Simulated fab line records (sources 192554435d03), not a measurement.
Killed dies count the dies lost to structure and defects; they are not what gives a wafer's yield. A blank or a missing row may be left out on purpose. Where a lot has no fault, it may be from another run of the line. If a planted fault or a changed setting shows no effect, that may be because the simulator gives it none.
Split-lot study	flow n5 finfet	route with 1938 steps; 7 lots, 21 wafers read

## THE SPLIT ITSELF
At N5_BEOL_M7_COAT_71 (time 60 s, resist thk 5 nm), the setting spin rpm was moved away from the recipe's 1500 rpm on 5 of the 21 wafers read, by +5.2% to +10.5%. For the rest of the wafers, this setting stayed at what the recipe calls for.

## FROM THE SPLIT TO THE READING: what the file shows between them, 5 steps
- N5_BEOL_M7_EXPOSE_25: exposes mask V6, target cd 40 nm (also split here: dose mj)
- N5_BEOL_M7_PEB_26: peb time 60 s
- N5_BEOL_M7_DEVELOP_27: develop time 30 s
- N5_BEOL_M7_CD_MEAS_28: target cd 40 nm
- N5_BEOL_M7_DESCUM_33: chemistry O2, time 7 s

## THE READING
etch.depth nm (the simulator's own value, which no gauge read), in nm, at N5_BEOL_M7_ETCH_72 (etches underlayer in N2/H2, target depth 6.5 nm, time 5.2 s). The file gives no usual value for it. Average 5.000 nm, standard deviation 0.017 nm, over the 16 wafers here run with the recipe.

wafer	tool, chamber at the split	spin rpm as run, rpm	against the recipe	etch.depth nm, nm	against lot-mates on the recipe
L079.1	litho track-03, 0	1500	recipe	5.008	-
L079.3	litho track-03, 0	1500	recipe	5.011	-
L079.5	litho track-03, 0	1500	recipe	5.002	-
L082.2	litho track-01, 0	1657	+10.5%	4.766	-0.223
L082.4	litho track-01, 0	1500	recipe	4.989	-
L082.5	litho track-01, 0	1657	+10.5%	4.768	-0.221
L087.1	litho track-05, 0	1500	recipe	5.012	-
L087.3	litho track-05, 0	1500	recipe	5.003	-
L087.4	litho track-05, 0	1500	recipe	5.013	-
L091.3	litho track-05, 0	1578	+5.2%	4.901	-0.115
L091.4	litho track-05, 0	1578	+5.2%	4.891	-0.125
L091.5	litho track-05, 0	1500	recipe	5.016	-
L093.1	litho track-05, 0	1500	recipe	5.027	-
L093.2	litho track-05, 0	1500	recipe	5.008	-
L093.4	litho track-05, 0	1500	recipe	5.01	-
L094.1	litho track-03, 0	1500	recipe	4.971	-
L094.2	litho track-03, 0	1500	recipe	4.972	-
L094.6	litho track-03, 0	1500	recipe	4.969	-
L096.2	litho track-05, 0	1500	recipe	4.99	-
L096.4	litho track-05, 0	1594	+6.3%	4.851	-0.144
L096.5	litho track-05, 0	1500	recipe	5.001	-

FIT RESULTS
A straight line over all 21 wafers: etch.depth nm changes by -0.0221 nm for each +1% of spin rpm; r = -0.98; the points scatter about the line by 0.016 nm.
The same after taking each lot's own level away (the mean of its wafers on the recipe; 21 wafers): -0.0217 nm for each +1%; r = -1.00; scatter 0.0059 nm.
Per that fit: largest spin rpm move, reading shift of 0.23 nm.
Measured against the standard deviation above, the lots' own levels, which go from 4.9707 to 5.0160 nm, span 2.7 times it.
The two slopes agree, so the slope changes little with the lot-to-lot level.
Check: -0.23 nm against its lot-mates is what the line predicts for one of the wafers moved furthest among these (+10.5%) when that wafer is left out of the fit. It came out at -0.223 nm against them.

## FURTHER SPLITS ON THESE WAFERS
Note: prior to the reading, these wafers also went through further splits. Each is held against what the fit with the lots' levels taken away leaves over:
other split on the same wafers	wafers away from the commonest value	r with etch.depth nm (lot level and that fit taken away)
N5_BEOL_M5_ETCH_41 source w	9	-0.28
N5_BEOL_M5_DEP_56 time s	8	-0.22
N5_BEOL_M6_COAT_59 spin rpm	3	-0.39
N5_BEOL_M7_EXPOSE_25 dose mj	8	-0.05

## THE FILE'S OWN FIT
etch.depth nm changes by -0.022 nm for each +1% of spin rpm, r = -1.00.
